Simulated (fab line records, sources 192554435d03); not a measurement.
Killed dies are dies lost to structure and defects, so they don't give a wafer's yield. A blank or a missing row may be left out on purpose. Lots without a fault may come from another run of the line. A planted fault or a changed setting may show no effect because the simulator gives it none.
fab line records | flow n5_finfet
record lots=11 wafers=31 last_day=17
route steps=1938 shown BEOL_M8@1397 BEOL_M9@1401 PASSIVATION@1936
lots that met no fault: from a run of the same line without faults
start_h: hours from the record's first day to the start of the lot's first wafer shown | wait_h: hours since the lot's step before | " the same as in the row above | L1.1+2: a row that stands for several wafers | - no value, or no start given | * or withheld: withheld | < > ~ a bound
route shown NAME@n: a module of which the file shows steps, and the number in the route of the first | usual: mean/standard deviation of fault-free wafers | same: alike in all rows | chamber/n: place in a boat | sites: the reading at each site | _std_site: their standard deviation | _edge_site: outer sites' mean less inner sites' | radius_mm: how far each site lies from the wafer's centre | mask NAME#n: copy n | behind: the tool/chamber that last shaped the wafer | hold: why the lot was held/for how many hours/how that ended | device: the transistor (n, p or np) that didn't switch | end of line: the same wafers' tests at the end of the route | a step without rows: its recipe alone | killed: dies lost to structure and defects at the first sort, not the wafer's yield | map: a wafer's dies, x killed, . not, _ none there
set.NAME: the setting as run; set.NAME@STEP: as run at that earlier step | model.NAME: the simulator's own value behind a step, which no gauge read
steps of the route over a sample of lots; a table a step, a row a wafer
services: from which hour (start_h, from the record's first day; less than 0 if before it) a tool's chamber was out of use, for how many hours, and why
## steps
# step N5_BEOL_M8_PRE_CLEAN_55
# recipe gas=NH3 time_s=15 temp_c=withheld rf_power_w=300
# columns lot.wafer tool chamber start_h wait_h
L290.3+5 pecvd-01 2 212.58 0.0
L294.4+5+6 pecvd-02 1,2,0 238.67 0.0
L293.1+4+5 pecvd-01 2,0,1 239.59 0.0
L301.3+4+6 pecvd-02 2,0,1 279.29 0.0
L300.1+2+3 pecvd-02 0,1,2 282.79 0.0
L302.1+5+6 pecvd-03 2,1,0 290.07 0.0
L303.1+2 pecvd-03 2,1 301.39 0.0
L304.2+3+6 pecvd-02 2,0,1 309.48 0.0
L307.1+3+5 pecvd-01 0,2,1 332.58 0.0
L311.2+5+6 pecvd-02 2,1,0 353.64 0.0
L312.2+3+5 pecvd-02 2,0,0 355.46 0.0
# step N5_BEOL_M8_RS_MEAS_57
# recipe thk_meas_gauge=four-point-probe reads=Cu_of_BEOL_M8_ECD_50+Co_of_BEOL_M8_CVD_78+TaN_of_BEOL_M8_ALD_77
# usual M8_RS=0.288/0.01
# columns lot.wafer tool chamber start_h wait_h M8_RS[ohm/sq]
L290.3 film_metro-01 - 212.68 0.1 0.286
L290.5 " - " " 0.279
L294.4 film_metro-01 - 238.76 0.0 0.300
L294.5 " - " " 0.308
L294.6 " - " " 0.277
L293.1 film_metro-02 - 239.68 0.1 0.278
L293.4 " - " " 0.294
L293.5 " - " " 0.281
L301.3 film_metro-02 - 279.38 0.1 0.292
L301.4 " - " " 0.285
L301.6 " - " " 0.291
L300.1 film_metro-02 - 282.88 0.1 0.292
L300.2 " - " " 0.289
L300.3 " - " " 0.286
L302.1 film_metro-02 - 290.17 0.1 0.294
L302.5 " - " " 0.290
L302.6 " - " " 0.298
L303.1 film_metro-01 - 301.49 0.1 0.302
L303.2 " - " " 0.288
L304.2 film_metro-01 - 309.57 0.1 0.278
L304.3 " - " " 0.288
L304.6 " - " " 0.291
L307.1 film_metro-02 - 332.67 0.1 0.286
L307.3 " - " " 0.311
L307.5 " - " " 0.306
L311.2 film_metro-02 - 353.73 0.1 0.303
L311.5 " - " " 0.291
L311.6 " - " " 0.276
L312.2 film_metro-01 - 355.55 0.1 0.281
L312.3 " - " " 0.293
L312.5 " - " " 0.295
# step N5_BEOL_M8_INSPECT_58
# recipe inspect_instrument=darkfield mode=post_dep
# usual raw_defect_count=73/22
# columns lot.wafer tool chamber start_h wait_h raw_defect_count
L290.3 defect_inspect-01 - 212.70 0.0 59
L290.5 " - " " 60
L294.4 defect_inspect-02 - 238.78 0.0 115
L294.5 " - " " 78
L294.6 " - " " 62
L293.1 defect_inspect-02 - 239.71 0.0 53
L293.4 " - " " 88
L293.5 " - " " 64
L301.3 defect_inspect-01 - 279.41 0.0 44
L301.4 " - " " 74
L301.6 " - " " 86
L300.1 defect_inspect-02 - 282.91 0.0 84
L300.2 " - " " 35
L300.3 " - " " 42
L302.1 defect_inspect-01 - 290.19 0.0 88
L302.5 " - " " 94
L302.6 " - " " 109
L303.1 defect_inspect-01 - 301.51 0.0 78
L303.2 " - " " 68
L304.2 defect_inspect-01 - 309.60 0.0 82
L304.3 " - " " 57
L304.6 " - " " 61
L307.1 defect_inspect-01 - 332.69 0.0 75
L307.3 " - " " 47
L307.5 " - " " 94
L311.2 defect_inspect-01 - 353.76 0.0 980
L311.5 " - " " 1017
L311.6 " - " " 934
L312.2 defect_inspect-02 - 355.58 0.0 966
L312.3 " - " " 982
L312.5 " - " " 1012
# step N5_BEOL_M9_ILD_DEP_00
# recipe material=SiCOH_lowk target_thk_a=3085.1 temp_c=300 precursor=DEMS/porogen pressure_torr=5 rf_w=500 time_s=58
# usual heater_power_w=328/51 showerhead_plenum_p_Torr=5.742/0.017 throttle_valve_pct=13.8/0.85
# columns lot.wafer tool chamber start_h wait_h heater_power_w showerhead_plenum_p_Torr throttle_valve_pct
L290.3 pecvd-02 2 212.77 0.1 213 5.747 12.7
L290.5 " 2 " " 222 5.744 13.1
L294.4 pecvd-01 2 238.85 0.1 315 5.766 13.1
L294.5 " 0 " " 370 5.765 14.7
L294.6 " 1 " " 304 5.717 14.8
L293.1 pecvd-02 2 239.75 0.0 261 5.751 12.9
L293.4 " 0 " " 369 5.734 13.9
L293.5 " 2 " " 265 5.738 13.2
L301.3 pecvd-02 2 279.44 0.0 228 5.747 13.0
L301.4 " 2 " " 235 5.733 13.1
L301.6 " 0 " " 299 5.755 14.1
L300.1 pecvd-01 1 282.94 0.0 315 5.739 14.7
L300.2 " 0 " " 386 5.766 14.7
L300.3 " 2 " " 313 5.750 13.2
L302.1 pecvd-01 2 290.23 0.0 312 5.769 12.9
L302.5 " 2 " " 308 5.747 12.9
L302.6 " 1 " " 241 5.719 14.7
L303.1 pecvd-04 0 301.55 0.0 292 5.742 14.3
L303.2 " 1 " " 378 5.720 12.3
L304.2 pecvd-04 1 309.64 0.0 372 5.730 12.5
L304.3 " 0 " " 300 5.757 14.1
L304.6 " 0 " " 298 5.762 14.4
L307.1 pecvd-04 2 332.73 0.0 365 5.737 14.1
L307.3 " 0 " " 295 5.756 14.3
L307.5 " 2 " " 368 5.735 14.2
L311.2 pecvd-04 0 353.80 0.0 286 5.767 14.6
L311.5 " 1 " " 391 5.741 12.4
L311.6 " 2 " " 384 5.727 14.4
L312.2 pecvd-01 2 355.61 0.0 342 5.766 13.1
L312.3 " 0 " " 338 5.764 14.5
L312.5 " 0 " " 349 5.780 14.7
# step N5_BEOL_M9_PECVD_70
# recipe material=SiO2 target_thk_a=200 temp_c=400 precursor=TEOS/O2 pressure_torr=5.5 rf_w=450 teos_flow_sccm=53.8 gas=O2 flow_sccm=3000 time_s=22.7
# usual heater_power_w=743/91 showerhead_plenum_p_Torr=8.79/0.073 throttle_valve_pct=22.4/1.4
# columns lot.wafer tool chamber start_h wait_h heater_power_w showerhead_plenum_p_Torr throttle_valve_pct
L290.3 pecvd-02 2 213.41 0.1 620 8.77 21.1
L290.5 " 1 " " 683 8.74 23.3
L294.4 pecvd-01 1 239.82 0.1 589 8.70 23.9
L294.5 " 2 " " 794 8.84 20.7
L294.6 " 0 " " 772 8.93 23.8
L293.1 pecvd-01 1 240.37 0.0 666 8.70 23.8
L293.4 " 1 " " 693 8.68 23.8
L293.5 " 2 " " 691 8.84 20.8
L301.3 pecvd-04 2 280.07 0.0 905 8.77 22.8
L301.4 " 1 " " 852 8.68 19.9
L301.6 " 0 " " 635 8.85 23.2
L300.1 pecvd-01 1 283.57 0.0 681 8.69 24.0
L300.2 " 0 " " 711 8.91 23.8
L300.3 " 2 " " 766 8.86 20.9
L302.1 pecvd-02 0 290.86 0.0 773 8.75 22.5
L302.5 " 1 " " 724 8.75 23.4
L302.6 " 0 " " 798 8.76 22.8
L303.1 pecvd-01 0 302.18 0.0 736 8.92 23.7
L303.2 " 1 " " 623 8.67 24.0
L304.2 pecvd-02 0 310.26 0.0 817 8.77 22.6
L304.3 " 2 " " 594 8.78 21.1
L304.6 " 2 " " 598 8.80 20.9
L307.1 pecvd-04 1 333.84 0.0 903 8.70 20.0
L307.3 " 2 " " 731 8.78 22.8
L307.5 " 0 " " 700 8.86 23.3
L311.2 pecvd-02 2 354.42 0.0 589 8.79 21.2
L311.5 " 1 " " 738 8.75 23.5
L311.6 " 2 " " 590 8.77 21.2
L312.2 pecvd-02 2 356.24 0.0 585 8.79 21.2
L312.3 " 1 " " 728 8.75 23.4
L312.5 " 1 " " 751 8.72 23.6
# step N5_BEOL_M9_INSPECT_13
# recipe mode=adi inspect_instrument=brightfield
# usual raw_defect_count=460/95
# columns lot.wafer tool chamber start_h wait_h raw_defect_count
L290.3 defect_inspect-02 - 215.10 0.0 402
L290.5 " - " " 574
L294.4 defect_inspect-01 - 240.72 0.0 408
L294.5 " - " " 323
L294.6 " - " " 295
L293.1 defect_inspect-02 - 241.01 0.0 456
L293.4 " - " " 497
L293.5 " - " " 376
L301.3 defect_inspect-02 - 282.95 0.0 708
L301.4 " - " " 483
L301.6 " - " " 440
L300.1 defect_inspect-01 - 284.48 0.0 523
L300.2 " - " " 339
L300.3 " - " " 472
L302.1 defect_inspect-02 - 293.11 0.0 451
L302.5 " - " " 407
L302.6 " - " " 387
L303.1 defect_inspect-01 - 303.73 0.0 432
L303.2 " - " " 404
L304.2 defect_inspect-02 - 311.16 0.0 540
L304.3 " - " " 476
L304.6 " - " " 469
L307.1 defect_inspect-01 - 336.31 0.0 351
L307.3 " - " " 494
L307.5 " - " " 474
L311.2 defect_inspect-02 - 355.53 0.0 1412
L311.5 " - " " 1363
L311.6 " - " " 1322
L312.2 defect_inspect-02 - 358.41 0.0 1248
L312.3 " - " " 1276
L312.5 " - " " 1493
# step N5_BEOL_M9_INSPECT_30
# recipe mode=adi inspect_instrument=brightfield
# usual raw_defect_count=460/100
# columns lot.wafer tool chamber start_h wait_h raw_defect_count
L290.3 defect_inspect-01 - 217.77 0.0 424
L290.5 " - " " 589
L294.4 defect_inspect-01 - 241.65 0.0 395
L294.5 " - " " 314
L294.6 " - " " 292
L293.1 defect_inspect-02 - 242.06 0.1 466
L293.4 " - " " 496
L293.5 " - " " 378
L300.1 defect_inspect-02 - 288.35 0.1 510
L300.2 " - " " 336
L300.3 " - " " 429
L301.3 defect_inspect-02 - 288.52 0.0 702
L301.4 " - " " 473
L301.6 " - " " 432
L302.1 defect_inspect-02 - 295.03 0.1 458
L302.5 " - " " 413
L302.6 " - " " 383
L303.1 defect_inspect-02 - 305.06 0.1 396
L303.2 " - " " 413
L304.2 defect_inspect-02 - 315.78 0.0 543
L304.3 " - " " 482
L304.6 " - " " 467
L307.1 defect_inspect-01 - 339.50 0.1 333
L307.3 " - " " 475
L307.5 " - " " 455
L311.2 defect_inspect-02 - 357.39 0.0 1389
L311.5 " - " " 1375
L311.6 " - " " 1308
L312.2 defect_inspect-02 - 359.82 0.0 1261
L312.3 " - " " 1254
L312.5 " - " " 1463
# step N5_PASSIVATION_PROBE_49
# usual defect_limited_yield=91.4/1.4 killed_at_M0_to_M3=33/10 killed_at_M4_up=14/6.1 killed_at_contacts=14/6.1 killed_at_front_end=38/9.7 killed_at_other=3.1/2.9 killed_dies=102/17 killed_on_rim=14/4.1 killed_open=67/13 killed_short=32/8 sort_bin_5_function=5.1/0.94 sort_bin_6_memory=3.2/0.68 sort_n_pass=1078/17 sort_yield_pct=91.3/1.5
# same gross_dies=1180 killed_at_back_side=0 sort_bin_4_leakage[%]=0 sort_bin_8_speed[%]=0
# columns lot.wafer tool chamber start_h wait_h defect_limited_yield[%] killed_at_M0_to_M3 killed_at_M4_up killed_at_contacts killed_at_front_end killed_at_other killed_dies killed_on_rim killed_open killed_short sort_bin_5_function[%] sort_bin_6_memory[%] sort_n_pass sort_yield_pct[%]
L290.3 prober-02 - 271.72 0.1 91.7 32 10 17 33 6 98 9 64 32 5.5 2.7 1082 91.7
L290.5 prober-02 - 271.82 0.2 89.9 46 13 10 44 6 119 15 80 39 5.9 3.7 1061 89.9
L294.4 prober-01 - 305.55 0.2 91.9 23 16 8 49 0 96 4 61 35 5.0 3.1 1084 91.9
L294.5 prober-01 - 305.60 0.2 91.1 32 21 12 40 0 105 11 67 38 5.1 3.6 1075 91.1
L294.6 prober-01 - 305.65 0.3 91.9 27 9 9 46 5 96 15 68 28 5.1 2.9 1084 91.9
L293.1 prober-02 - 306.65 0.0 91.2 25 29 17 32 1 104 10 73 29 5.7 2.7 1076 91.2
L293.4 prober-02 - 306.80 0.2 92.5 22 11 23 32 1 89 6 69 19 4.6 2.8 1091 92.5
L293.5 prober-02 - 306.85 0.2 90.2 40 10 14 50 2 116 16 81 35 5.3 4.2 1064 90.2
L301.3 prober-01 - 346.63 0.1 90.8 47 10 16 35 1 109 19 72 34 5.3 3.2 1071 90.8
L301.4 prober-01 - 346.68 0.2 91.1 36 10 16 40 3 105 24 63 36 5.2 2.5 1075 91.1
L301.6 prober-01 - 346.78 0.3 89.9 43 12 26 32 6 119 19 80 38 5.3 4.6 1061 89.9
L302.1 prober-01 - 350.99 0.0 89.8 44 12 14 46 4 120 23 66 54 5.9 3.9 1060 89.8
L302.5 prober-01 - 351.19 0.2 91.7 34 13 13 35 3 98 6 70 28 5.4 2.6 1082 91.7
L302.6 prober-01 - 351.24 0.3 88.8 59 16 23 27 7 132 15 90 40 6.3 4.2 1048 88.8
L300.1 prober-02 - 352.11 0.0 89.2 31 21 31 44 0 127 14 93 33 6.2 4.2 1053 89.2
L300.2 prober-02 - 352.16 0.1 91.0 32 13 14 47 0 106 15 65 41 5.5 3.2 1074 91.0
L300.3 prober-02 - 352.21 0.1 89.1 43 15 26 44 1 129 13 87 42 6.6 4.1 1051 89.1
L303.1 prober-02 - 373.02 0.0 90.7 48 13 15 29 5 110 17 69 41 6.1 3.0 1070 90.7
L303.2 prober-02 - 373.07 0.1 95.3 22 9 7 15 2 55 13 36 19 3.1 1.4 1125 95.3
L304.2 prober-01 - 376.18 0.1 91.4 44 12 11 32 2 101 12 66 31 4.9 3.4 1079 91.4
L304.3 prober-01 - 376.23 0.1 90.8 32 8 17 51 0 108 13 78 29 4.9 3.8 1072 90.8
L304.6 prober-01 - 376.38 0.3 90.6 27 24 12 47 1 111 15 76 35 5.3 3.9 1069 90.6
L307.1 prober-02 - 405.48 0.0 90.1 25 20 28 43 1 117 10 77 38 6.8 3.0 1063 90.1
L307.3 prober-02 - 405.58 0.1 89.7 32 18 16 53 2 121 11 87 33 5.9 4.0 1059 89.7
L307.5 prober-02 - 405.68 0.2 91.7 19 24 17 34 4 98 19 65 33 4.4 3.6 1082 91.7
L311.2 prober-01 - 415.98 0.1 84.5 23 107 11 36 6 183 27 44 29 9.1 3.2 997 84.5
L311.5 prober-01 - 416.13 0.2 86.9 23 80 12 39 0 154 33 62 29 7.1 3.6 1026 86.9
L311.6 prober-01 - 416.18 0.3 86.5 23 82 7 45 2 159 34 65 31 6.2 4.7 1021 86.5
L312.2 prober-01 - 419.06 0.1 83.1 27 121 11 38 3 200 28 63 32 10.3 3.2 980 83.1
L312.3 prober-01 - 419.11 0.1 86.9 40 74 8 32 0 154 25 59 33 7.3 3.4 1026 86.9
L312.5 prober-01 - 419.21 0.2 87.3 27 72 16 35 0 150 30 56 37 7.3 3.3 1030 87.3
# killed by level:class
L290.3 MOL_CONTACT_COAG:geometric_particle:open=13 STI_FIN_REVEAL:geometric_particle:open=9 BEOL_M0_SAQP:geometric_particle:short=8 BEOL_M1:geometric_particle:open=6 BEOL_M0_SAQP:geometric_particle:open=5 BEOL_M0:geometric_particle:open=5 ILD0:geometric_particle:short=4 MOL_CONTACT_COAG:geometric_particle:short=4
L290.5 BEOL_M0_SAQP:geometric_particle:open=16 BEOL_M0_SAQP:geometric_particle:short=16 STI_FIN_REVEAL:geometric_particle:open=15 MOL_CONTACT_COAG:geometric_particle:open=10 FIN_SAQP:geometric_particle:open=7 BEOL_M3:geometric_particle:open=7 BEOL_M4:geometric_particle:open=5 BEOL_M2:geometric_particle:open=4
L294.4 FIN_SAQP:geometric_particle:short=12 BEOL_M4:geometric_particle:open=10 BEOL_M1:geometric_particle:open=7 STI_FIN_REVEAL:geometric_particle:open=6 MOL_CONTACT_COAG:geometric_particle:open=5 DUMMY_GATE:geometric_particle:open=4 GATE_CUT:geometric_particle:short=4 GATE_CUT:geometric_particle:open=4
L294.5 STI_FIN_REVEAL:geometric_particle:open=14 BEOL_M4:geometric_particle:open=14 BEOL_M0_SAQP:geometric_particle:open=9 BEOL_M0_SAQP:geometric_particle:short=8 MOL_CONTACT_COAG:geometric_particle:short=6 MOL_CONTACT_COAG:geometric_particle:open=6 FIN_SAQP:geometric_particle:short=4 DUMMY_GATE:geometric_particle:short=4
L294.6 STI_FIN_REVEAL:geometric_particle:open=14 MOL_CONTACT_COAG:geometric_particle:open=9 ILD0:geometric_particle:short=6 FIN_SAQP:geometric_particle:open=5 BEOL_M3:geometric_particle:open=5 DUMMY_GATE:geometric_particle:open=4 ILD0:geometric_particle:open=4 BEOL_M0_SAQP:geometric_particle:open=4
L293.1 BEOL_M4:geometric_particle:open=16 MOL_CONTACT_COAG:geometric_particle:open=14 STI_FIN_REVEAL:geometric_particle:open=9 FIN_SAQP:geometric_particle:open=8 BEOL_M0_SAQP:geometric_particle:short=7 BEOL_M1:geometric_particle:open=6 BEOL_M0_SAQP:geometric_particle:open=5 BEOL_M4:geometric_particle:short=5
L293.4 MOL_CONTACT_COAG:geometric_particle:open=21 STI_FIN_REVEAL:geometric_particle:open=11 BEOL_M3:geometric_particle:open=6 FIN_SAQP:geometric_particle:open=5 BEOL_M0_SAQP:geometric_particle:open=5 BEOL_M4:geometric_particle:open=5 FIN_SAQP:geometric_particle:short=3 GATE_CUT:geometric_particle:short=3
L293.5 STI_FIN_REVEAL:geometric_particle:open=22 BEOL_M1:geometric_particle:open=12 MOL_CONTACT_COAG:geometric_particle:open=11 FIN_SAQP:geometric_particle:short=8 BEOL_M3:geometric_particle:open=8 FIN_SAQP:geometric_particle:open=5 STARTING-WAFER:geometric_particle:short=5 BEOL_M0_SAQP:geometric_particle:short=5
L301.3 MOL_CONTACT_COAG:geometric_particle:open=15 BEOL_M0_SAQP:geometric_particle:short=12 BEOL_M3:geometric_particle:open=12 BEOL_M0_SAQP:geometric_particle:open=11 DUMMY_GATE:geometric_particle:open=7 BEOL_M2:geometric_particle:open=6 FIN_SAQP:geometric_particle:short=5 STI_FIN_REVEAL:geometric_particle:open=4
L301.4 BEOL_M2:geometric_particle:open=11 MOL_CONTACT_COAG:geometric_particle:open=10 STI_FIN_REVEAL:geometric_particle:open=7 DUMMY_GATE:geometric_particle:open=7 MOL_CONTACT_COAG:geometric_particle:short=6 BEOL_M0_SAQP:geometric_particle:open=6 BEOL_M3:geometric_particle:open=6 BEOL_M4:geometric_particle:short=5
L301.6 MOL_CONTACT_COAG:geometric_particle:open=18 BEOL_M0_SAQP:geometric_particle:open=14 BEOL_M0_SAQP:geometric_particle:short=9 MOL_CONTACT_COAG:geometric_particle:short=8 BEOL_M2:geometric_particle:short=8 BEOL_M3:geometric_particle:open=8 FIN_SAQP:geometric_particle:short=6 STI_FIN_REVEAL:geometric_particle:open=6
L302.1 MOL_CONTACT_COAG:geometric_particle:open=11 DUMMY_GATE:geometric_particle:open=9 GATE_CUT:geometric_particle:short=9 BEOL_M0_SAQP:geometric_particle:short=9 BEOL_M4:geometric_particle:open=8 FIN_SAQP:geometric_particle:short=7 BEOL_M2:geometric_particle:open=6 BEOL_M3:geometric_particle:open=6
L302.5 FIN_SAQP:geometric_particle:open=12 MOL_CONTACT_COAG:geometric_particle:open=11 BEOL_M4:geometric_particle:open=8 BEOL_M3:geometric_particle:open=8 BEOL_M0_SAQP:geometric_particle:open=7 BEOL_M1:geometric_particle:open=7 FIN_SAQP:geometric_particle:short=6 GATE_CUT:geometric_particle:short=6
L302.6 MOL_CONTACT_COAG:geometric_particle:open=18 BEOL_M1:geometric_particle:open=15 BEOL_M0_SAQP:geometric_particle:short=10 BEOL_M4:geometric_particle:open=10 BEOL_M2:geometric_particle:open=9 STI_FIN_REVEAL:geometric_particle:open=6 BEOL_M3:geometric_particle:open=6 MOL_CONTACT_COAG:geometric_particle:short=5
L300.1 MOL_CONTACT_COAG:geometric_particle:open=28 FIN_SAQP:geometric_particle:open=12 FIN_SAQP:geometric_particle:short=8 DUMMY_GATE:geometric_particle:open=7 BEOL_M3:geometric_particle:open=7 BEOL_M4:geometric_particle:open=7 GATE_CUT:geometric_particle:short=5 BEOL_M0_SAQP:geometric_particle:short=5
L300.2 FIN_SAQP:geometric_particle:short=15 MOL_CONTACT_COAG:geometric_particle:open=12 FIN_SAQP:geometric_particle:open=7 BEOL_M0:geometric_particle:open=7 BEOL_M0_SAQP:geometric_particle:short=6 STARTING-WAFER:geometric_particle:short=5 DUMMY_GATE:geometric_particle:open=4 BEOL_M3:geometric_particle:open=4
L300.3 MOL_CONTACT_COAG:geometric_particle:open=21 BEOL_M0_SAQP:geometric_particle:open=12 STI_FIN_REVEAL:geometric_particle:open=9 BEOL_M0_SAQP:geometric_particle:short=9 BEOL_M1:geometric_particle:open=8 MOL_CONTACT_COAG:geometric_particle:short=5 BEOL_M2:geometric_particle:open=5 BEOL_M4:geometric_particle:open=5
L303.1 BEOL_M2:geometric_particle:open=11 BEOL_M0_SAQP:geometric_particle:short=9 MOL_CONTACT_COAG:geometric_particle:open=9 BEOL_M0_SAQP:geometric_particle:open=7 MOL_CONTACT_COAG:geometric_particle:short=6 BEOL_M3:geometric_particle:open=6 BEOL_M4:geometric_particle:open=5 STI_FIN_REVEAL:geometric_particle:open=4
L303.2 MOL_CONTACT_COAG:geometric_particle:open=6 DUMMY_GATE:geometric_particle:open=5 BEOL_M1:geometric_particle:open=5 BEOL_M2:geometric_particle:open=4 DUMMY_GATE:geometric_particle:short=3 BEOL_M0_SAQP:geometric_particle:short=3 BEOL_M0_SAQP:geometric_particle:open=3 BEOL_M3:geometric_particle:short=3
L304.2 BEOL_M0_SAQP:geometric_particle:short=13 MOL_CONTACT_COAG:geometric_particle:open=10 BEOL_M2:geometric_particle:open=9 GATE_CUT:geometric_particle:open=6 BEOL_M0_SAQP:geometric_particle:open=6 BEOL_M1:geometric_particle:open=6 GATE_CUT:geometric_particle:short=5 STI_FIN_REVEAL:geometric_particle:open=4
L304.3 STI_FIN_REVEAL:geometric_particle:open=15 MOL_CONTACT_COAG:geometric_particle:open=12 BEOL_M0_SAQP:geometric_particle:short=12 BEOL_M0_SAQP:geometric_particle:open=10 FIN_SAQP:geometric_particle:open=8 GATE_CUT:geometric_particle:open=6 FIN_SAQP:geometric_particle:short=5 MOL_CONTACT_COAG:geometric_particle:short=5
L304.6 BEOL_M4:geometric_particle:open=10 BEOL_M2:geometric_particle:open=8 MOL_CONTACT_COAG:geometric_particle:open=8 BEOL_M5:geometric_particle:open=8 DUMMY_GATE:geometric_particle:open=7 BEOL_M0_SAQP:geometric_particle:open=7 FIN_SAQP:geometric_particle:open=6 DUMMY_GATE:geometric_particle:short=5
L307.1 MOL_CONTACT_COAG:geometric_particle:open=23 FIN_SAQP:geometric_particle:open=12 FIN_SAQP:geometric_particle:short=8 BEOL_M0_SAQP:geometric_particle:open=7 BEOL_M1:geometric_particle:short=7 STI_FIN_REVEAL:geometric_particle:open=5 MOL_CONTACT_COAG:geometric_particle:short=5 BEOL_M4:geometric_particle:open=5
L307.3 STI_FIN_REVEAL:geometric_particle:open=14 MOL_CONTACT_COAG:geometric_particle:open=14 FIN_SAQP:geometric_particle:open=9 BEOL_M0_SAQP:geometric_particle:open=9 BEOL_M0_SAQP:geometric_particle:short=8 FIN_SAQP:geometric_particle:short=6 STARTING-WAFER:geometric_particle:open=6 BEOL_M3:geometric_particle:open=5
L307.5 MOL_CONTACT_COAG:geometric_particle:open=14 FIN_SAQP:geometric_particle:open=10 FIN_SAQP:geometric_particle:short=7 BEOL_M4:geometric_particle:open=7 DUMMY_GATE:geometric_particle:open=5 BEOL_M5:geometric_particle:open=5 STI_FIN_REVEAL:geometric_particle:open=4 STARTING-WAFER:geometric_particle:short=4
L311.2 BEOL_M8:unspecified=103 STI_FIN_REVEAL:geometric_particle:open=13 MOL_CONTACT_COAG:geometric_particle:open=8 BEOL_M0_SAQP:geometric_particle:short=8 HKMG_FIN:area_etch=7 FIN_SAQP:geometric_particle:short=4 BEOL_M2:geometric_particle:open=4 GATE_CUT:geometric_particle:short=3
L311.5 BEOL_M8:unspecified=62 STI_FIN_REVEAL:geometric_particle:open=16 MOL_CONTACT_COAG:geometric_particle:open=11 BEOL_M0_SAQP:geometric_particle:short=11 BEOL_M4:geometric_particle:open=11 DUMMY_GATE:geometric_particle:open=5 GATE_CUT:geometric_particle:short=5 BEOL_M0_SAQP:geometric_particle:open=5
L311.6 BEOL_M8:unspecified=62 FIN_SAQP:geometric_particle:short=12 STI_FIN_REVEAL:geometric_particle:open=9 BEOL_M3:geometric_particle:open=8 ILD0:geometric_particle:open=7 MOL_CONTACT_COAG:geometric_particle:open=6 BEOL_M0_SAQP:geometric_particle:open=6 BEOL_M4:geometric_particle:open=6
L312.2 BEOL_M8:unspecified=104 FIN_SAQP:geometric_particle:open=9 BEOL_M1:geometric_particle:open=9 STI_FIN_REVEAL:geometric_particle:open=8 BEOL_M0_SAQP:geometric_particle:open=7 BEOL_M4:geometric_particle:open=7 FIN_SAQP:geometric_particle:short=6 MOL_CONTACT_COAG:geometric_particle:open=6
L312.3 BEOL_M8:unspecified=62 BEOL_M2:geometric_particle:open=11 BEOL_M0_SAQP:geometric_particle:short=10 STI_FIN_REVEAL:geometric_particle:open=8 MOL_CONTACT_COAG:geometric_particle:open=8 FIN_SAQP:geometric_particle:short=7 BEOL_M0_SAQP:geometric_particle:open=6 BEOL_M3:geometric_particle:open=5
L312.5 BEOL_M8:unspecified=57 BEOL_M1:geometric_particle:open=13 MOL_CONTACT_COAG:geometric_particle:open=11 BEOL_M4:geometric_particle:open=11 STI_FIN_REVEAL:geometric_particle:open=9 BEOL_M0_SAQP:geometric_particle:short=7 FIN_SAQP:geometric_particle:short=6 GATE_CUT:geometric_particle:short=5
## services
# columns tool chamber start_h hours kind
pecvd-04 0 190.99 5.5 scheduled_down
pecvd-03 0 195.99 6.7 repair
pecvd-04 2 196.45 5.5 scheduled_down
pecvd-02 1 196.85 5.5 scheduled_down
pecvd-03 2 202.68 - clean
pecvd-03 2 202.68 - consumable_replace:showerhead
pecvd-03 2 202.68 29.0 scheduled_down
pecvd-03 2 202.68 29.0 vent_cycle
pecvd-02 0 203.08 10.7 repair
pecvd-01 - 203.62 2.8 pm
pecvd-02 - 221.51 0.5 repair
pecvd-04 - 242.81 2.6 repair
pecvd-01 - 251.47 0.4 repair
pecvd-02 2 288.92 5.5 scheduled_down
pecvd-04 2 293.80 6.1 repair
pecvd-03 - 313.31 0.3 repair
pecvd-02 1 315.71 18.0 repair
pecvd-02 - 325.85 2.8 pm
pecvd-01 2 351.59 2.1 scheduled_down
## key
first_sign step=N5_BEOL_M8_INSPECT_58 reading=raw_defect_count direction=up sigmas=42 usual=73 struck=982
effect step=N5_BEOL_M9_INSPECT_13 reading=raw_defect_count direction=up sigmas=9.4 usual=460 struck=1352
effect step=N5_BEOL_M9_INSPECT_30 reading=raw_defect_count direction=up sigmas=8.6 usual=460 struck=1342
effect step=N5_PASSIVATION_PROBE_49 reading=killed_at_M4_up direction=up sigmas=12 usual=14 struck=89
more_kills_born_at N5_BEOL_M8_PRE_CLEAN_55@pecvd-02=450
met_at N5_BEOL_M8_PRE_CLEAN_55
struck_lots L311,L312
not_acting_at N5_BEOL_M8_RS_MEAS_57,N5_BEOL_M9_ILD_DEP_00,N5_BEOL_M9_PECVD_70
onset_between 309.48 353.64
also_fits time
fault kind=chamber_particle_source tool=pecvd-02 chamber=- onset_h=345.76 steps=N5_BEOL_M8_PRE_CLEAN_55 rate_per_visit_cm2=1.4328 end_h=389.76
